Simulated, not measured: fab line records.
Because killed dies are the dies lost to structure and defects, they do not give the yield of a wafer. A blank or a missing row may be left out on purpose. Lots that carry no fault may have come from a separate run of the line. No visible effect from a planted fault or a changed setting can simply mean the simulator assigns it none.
Split-lot experiment	flow n5Finfet	39 wafers read across 7 lots, on a route 1938 steps long

## ABOUT THE SPLIT
At N5_PMOS_HMC_CHANNEL_EPI_ETCH_38 (etches SiO2 in CF4, target depth 1.5 nm), the setting targetDepthA was moved away from the recipe's 15 angstrom on 15 of the 39 wafers read, by -39.5% to +21.4%. All remaining wafers had this setting at the recipe value.

The split's own step is where the reading is taken.

## THE READING
etch.depthNm (the simulator's own value, which no gauge read), in nm, at N5_PMOS_HMC_CHANNEL_EPI_ETCH_38 (etches SiO2 in CF4, target depth 1.5 nm). No usual value for it is given in the file. Average 1.4970 nm, standard deviation 0.033 nm, over the 24 wafers here run with the recipe.

wafer	tool, chamber at the split	targetDepthA as run, angstrom	against the recipe	etch.depthNm, nm	against lot-mates on the recipe
L075.1	rieSi-05, 1	9.075	-39.5%	0.8936	-0.5921
L075.2	rieSi-05, 2	9.075	-39.5%	0.921	-0.5647
L075.3	rieSi-05, 3	15	recipe	1.498	-
L075.4	rieSi-05, 0	15	recipe	1.459	-
L075.5	rieSi-05, 0	9.075	-39.5%	0.8866	-0.5991
L075.6	rieSi-05, 3	15	recipe	1.5	-
L076.1	rieSi-02, 0	9.435	-37.1%	0.9599	-0.5478
L076.2	rieSi-02, 2	9.435	-37.1%	0.9596	-0.5481
L076.3	rieSi-02, 3	15	recipe	1.531	-
L076.4	rieSi-02, 1	9.435	-37.1%	0.9204	-0.5873
L076.5	rieSi-02, 0	15	recipe	1.534	-
L076.6	rieSi-02, 1	15	recipe	1.458	-
L082.1	rieSi-05, 1	15	recipe	1.496	-
L082.2	rieSi-05, 0	17.74	+18.3%	1.743	+0.2530
L082.3	rieSi-05, 2	17.74	+18.3%	1.817	+0.3270
L082.4	rieSi-05, 3	15	recipe	1.492	-
L082.5	rieSi-05, 2	17.74	+18.3%	1.829	+0.3390
L082.6	rieSi-05, 1	15	recipe	1.482	-
L085.1	rieSi-05, 2	10.14	-32.4%	1.042	-0.4610
L085.2	rieSi-05, 1	10.14	-32.4%	1.009	-0.4940
L085.3	rieSi-05, 0	15	recipe	1.475	-
L085.4	rieSi-05, 1	15	recipe	1.496	-
L085.5	rieSi-05, 2	15	recipe	1.538	-
L085.6	rieSi-05, 0	10.14	-32.4%	0.9964	-0.5066
L086.1	rieSi-02, 3	15	recipe	1.54	-
L086.2	rieSi-02, 1	15	recipe	1.466	-
L086.3	rieSi-02, 2	15	recipe	1.541	-
L086.4	rieSi-02, 0,3	15	recipe	1.535	-
L086.6	rieSi-02, 0,3	15	recipe	1.535	-
L086.5	rieSi-02, 0	15	recipe	1.542	-
L091.1	rieSi-01, 0	15	recipe	1.437	-
L091.4	rieSi-01, 3	15	recipe	1.496	-
L091.5	rieSi-01, 0	15	recipe	1.448	-
L094.1	rieSi-01, 1	15	recipe	1.484	-
L094.2	rieSi-01, 3	18.21	+21.4%	1.819	+0.3427
L094.3	rieSi-01, 0	18.21	+21.4%	1.75	+0.2737
L094.4	rieSi-01, 0	15	recipe	1.441	-
L094.5	rieSi-01, 3	15	recipe	1.504	-
L094.6	rieSi-01, 1	18.21	+21.4%	1.789	+0.3127
Rows listing several chambers each stand for several wafers; the file does not say which wafer went through which chamber.

THE FIT
A straight line over all 39 wafers: etch.depthNm changes by +0.0149 nm for each +1% of targetDepthA; r = +0.99; the points scatter about the line by 0.034 nm.
The same after taking each lot's own level away (the mean of its wafers on the recipe; 39 wafers): +0.0151 nm for each +1%; r = +1.00; scatter 0.028 nm.
Per that fit: largest targetDepthA move, reading shift of 0.6 nm.
From 1.46033 to 1.52650 nm: that is the span of the lots' own levels, equal to 2.0 times the standard deviation above.
The two slopes agree, so the slope changes little with the lot-to-lot level.
Check: -0.594 nm against its lot-mates is what the line predicts for one of the wafers moved furthest among these (-39.5%) when that wafer is left out of the fit. It came out at -0.592 nm against them.

## FILE'S OWN FIT
etch.depthNm changes by +0.0151 nm for each +1% of targetDepthA, r = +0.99.
